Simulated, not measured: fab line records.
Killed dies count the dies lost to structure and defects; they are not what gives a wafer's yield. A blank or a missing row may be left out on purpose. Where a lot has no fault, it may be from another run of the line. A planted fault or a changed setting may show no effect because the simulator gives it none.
Split-lot study -- flow n5-finfet -- 21 wafers read across 7 lots, on a route 1938 steps long

== ABOUT THE SPLIT ==
At N5_BEOL_M11_COAT_59 (time 60 s, resist thk 100 nm), the setting spin-rpm was moved away from the recipe's 1500 rpm on 12 of the 21 wafers read, by -8.2% to +7.5%. This setting was run at the recipe's value on the other wafers.

== FROM THE SPLIT TO THE READING: what the file shows between them, 8 steps ==
- N5_BEOL_M11_COAT_05: resist thk 90 nm (also split here: spin-rpm)
- N5_BEOL_M11_EBR_07
- N5_BEOL_M11_SOFTBAKE_06: time 60 s
- N5_BEOL_M11_EXPOSE_08: exposes mask M11
- N5_BEOL_M11_PEB_09: peb time 60 s
- N5_BEOL_M11_DEVELOP_10: develop time 30 s
- N5_BEOL_M11_DESCUM_16: chemistry O2, time 7.9 s
- N5_BEOL_M11_ETCH_61: etches SiARC in CF4, target depth 39 nm, time 65 s

== THE READING ==
etch.depth-nm (the simulator's own value, which no gauge read), in nm, at N5_BEOL_M11_ETCH_62 (etches SOC in N2/H2, target depth 110 nm, overetch 22 nm, time 165 s). The file gives no usual value for it. Here, 9 wafers ran the recipe; their average is 100.09 nm with a standard deviation of 0.34 nm.

wafer,"tool, chamber at the split","spin-rpm as run, rpm",against the recipe,"etch.depth-nm, nm",against lot-mates on the recipe
L077.1,"litho-track-01, 0",1500,recipe,99.96,-
L077.2,"litho-track-01, 0",1500,recipe,100.1,-
L077.6,"litho-track-01, 0",1377,-8.2%,104.6,+4.57
L078.1,"litho-track-04, 0",1588,+5.9%,97.49,no lot-mate on the recipe
L078.2,"litho-track-04, 0",1588,+5.9%,97.81,no lot-mate on the recipe
L078.5,"litho-track-04, 0",1588,+5.9%,97.67,no lot-mate on the recipe
L085.1,"litho-track-01, 0",1613,+7.5%,96.72,no lot-mate on the recipe
L085.3,"litho-track-01, 0",1613,+7.5%,96.7,no lot-mate on the recipe
L085.6,"litho-track-01, 0",1613,+7.5%,96.88,no lot-mate on the recipe
L086.1,"litho-track-05, 0",1500,recipe,99.4,-
L086.4,"litho-track-05, 0",1600,+6.7%,96.48,-2.92
L086.5,"litho-track-05, 0",1600,+6.7%,96.04,-3.36
L087.3,"litho-track-05, 0",1500,recipe,99.94,-
L087.5,"litho-track-05, 0",1500,recipe,99.84,-
L087.6,"litho-track-05, 0",1500,recipe,100.2,-
L092.3,"litho-track-04, 0",1500,recipe,100.5,-
L092.4,"litho-track-04, 0",1500,recipe,100.3,-
L092.5,"litho-track-04, 0",1560,+4.0%,98.42,-1.98
L095.3,"litho-track-04, 0",1570,+4.7%,97.97,-2.63
L095.4,"litho-track-04, 0",1500,recipe,100.6,-
L095.5,"litho-track-04, 0",1570,+4.7%,97.86,-2.74

THE FIT
A straight line over all 21 wafers: etch.depth-nm changes by -0.489 nm for each +1% of spin-rpm; r = -0.98; the points scatter about the line by 0.39 nm.
The same after taking each lot's own level away (the mean of its wafers on the recipe; 15 wafers): -0.524 nm for each +1%; r = -0.99; scatter 0.22 nm.
Per that fit: largest spin-rpm move, reading shift of 4.3 nm.
The lots' own levels span 99.400 to 100.600 nm, that is 3.5 times the standard deviation above.
So the lot-to-lot level changes the slope little: the two slopes agree.
Check: with one of the wafers moved furthest among these (-8.2%) left out of the fit, the line predicts +4.08 nm for it against its lot-mates. It came out at +4.57 nm against them.

== THE OTHER SPLITS THESE WAFERS WENT THROUGH ==
Note: prior to the reading, these wafers also went through further splits. Each is held against what the fit with the lots' levels taken away leaves over:
other split on the same wafers,wafers away from the commonest value,r with etch.depth-nm (lot level and that fit taken away)
N5_BEOL_M8_ALD_77 purge-time-s,4,+0.23
N5_BEOL_M11_COAT_05 spin-rpm,9,+0.29

== THE WHOLE CHAIN: every reading that the file lists as answering this split, in the file's order ==
step,what it does,reading,change (the file's fit),r (the file's)
N5_BEOL_M11_COAT_59,"time 60 s, resist thk 100 nm","SOC_of_BEOL_M11_COAT_59.thk-nm (the simulator's own value, which no gauge read)",-0.53 nm for each +1% of the setting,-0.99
N5_BEOL_M11_ETCH_62,"etches SOC in N2/H2, target depth 110 nm, overetch 22 nm, time 165 s","etch.depth-nm (the simulator's own value, which no gauge read)",-0.529 nm for each +1% of the setting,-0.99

== FILE'S OWN FIT ==
etch.depth-nm changes by -0.529 nm for each +1% of spin-rpm, r = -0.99.
